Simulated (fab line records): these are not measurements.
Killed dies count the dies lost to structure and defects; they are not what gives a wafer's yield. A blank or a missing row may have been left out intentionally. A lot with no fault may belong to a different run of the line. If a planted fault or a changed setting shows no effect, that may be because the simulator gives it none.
Matching of chambers || flow nand harc || 4 sister chambers for NHARC_A_SGD_CUT_ETCH_58 on rie diel-06
The step etches the open film in CF4, target depth 39 nm, time 65 s. 8 wafers are shown with their chamber, then 8 later ones without.

== WAFERS WITH THEIR CHAMBER ==
{"wafer": "L077.5", "chamber": 2, "drypump motor current A (A)": 6.3, "rf vpp V (V)": 149.8}
{"wafer": "L078.5", "chamber": 3, "drypump motor current A (A)": 6.3, "rf vpp V (V)": 153.2}
{"wafer": "L084.3", "chamber": 2, "drypump motor current A (A)": 6.2, "rf vpp V (V)": 148.1}
{"wafer": "L084.6", "chamber": 3, "drypump motor current A (A)": 6.3, "rf vpp V (V)": 152.8}
{"wafer": "L086.1", "chamber": 1, "drypump motor current A (A)": 6.2, "rf vpp V (V)": 150.6}
{"wafer": "L086.2", "chamber": 0, "drypump motor current A (A)": 6.0, "rf vpp V (V)": 152.9}
{"wafer": "L086.6", "chamber": 1, "drypump motor current A (A)": 6.2, "rf vpp V (V)": 150.7}
{"wafer": "L087.1", "chamber": 0, "drypump motor current A (A)": 6.0, "rf vpp V (V)": 152.8}

== WAFERS WITHOUT THEIR CHAMBER ==
{"wafer": "L087.3", "drypump motor current A (A)": 6.2, "rf vpp V (V)": 152.2}
{"wafer": "L087.4", "drypump motor current A (A)": 6.2, "rf vpp V (V)": 150.6}
{"wafer": "L090.3", "drypump motor current A (A)": 6.3, "rf vpp V (V)": 152.2}
{"wafer": "L090.5", "drypump motor current A (A)": 6.2, "rf vpp V (V)": 150.4}
{"wafer": "L090.6", "drypump motor current A (A)": 6.0, "rf vpp V (V)": 152.0}
{"wafer": "L096.1", "drypump motor current A (A)": 6.0, "rf vpp V (V)": 152.4}
{"wafer": "L096.4", "drypump motor current A (A)": 6.2, "rf vpp V (V)": 150.5}
{"wafer": "L096.5", "drypump motor current A (A)": 6.2, "rf vpp V (V)": 148.8}

== WHICH CHAMBER EACH ONE RAN IN ==
{"wafer": "L087.3", "from the rows above": "can't be placed: 1 or 3", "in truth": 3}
{"wafer": "L087.4", "from the rows above": 1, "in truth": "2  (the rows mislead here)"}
{"wafer": "L090.3", "from the rows above": 3, "in truth": 3}
{"wafer": "L090.5", "from the rows above": 1, "in truth": 1}
{"wafer": "L090.6", "from the rows above": 0, "in truth": 0}
{"wafer": "L096.1", "from the rows above": 0, "in truth": 0}
{"wafer": "L096.4", "from the rows above": 1, "in truth": 1}
{"wafer": "L096.5", "from the rows above": "can't be placed: 2 or 1", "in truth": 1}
Correctly placed: 5 of 8. Cannot be placed on the basis of these rows: 2; the candidates contain the true chamber in 2. Number placed wrongly: 1.
How it was worked out, from the rows above alone: a wafer's distance from a chamber is the root of the sum, over the readings, of the square of ((its reading less the chamber's mean) divided by the reading's scatter). If the next closest chamber is less than 2 further off than the closest, the wafer can't be placed; otherwise it belongs to the closest. The mean given for a chamber averages the wafers shown for that chamber. The scatter: take each reading less its chamber's mean, square it, sum over the shown wafers, divide by the number of wafers less the number of chambers, and take the root.
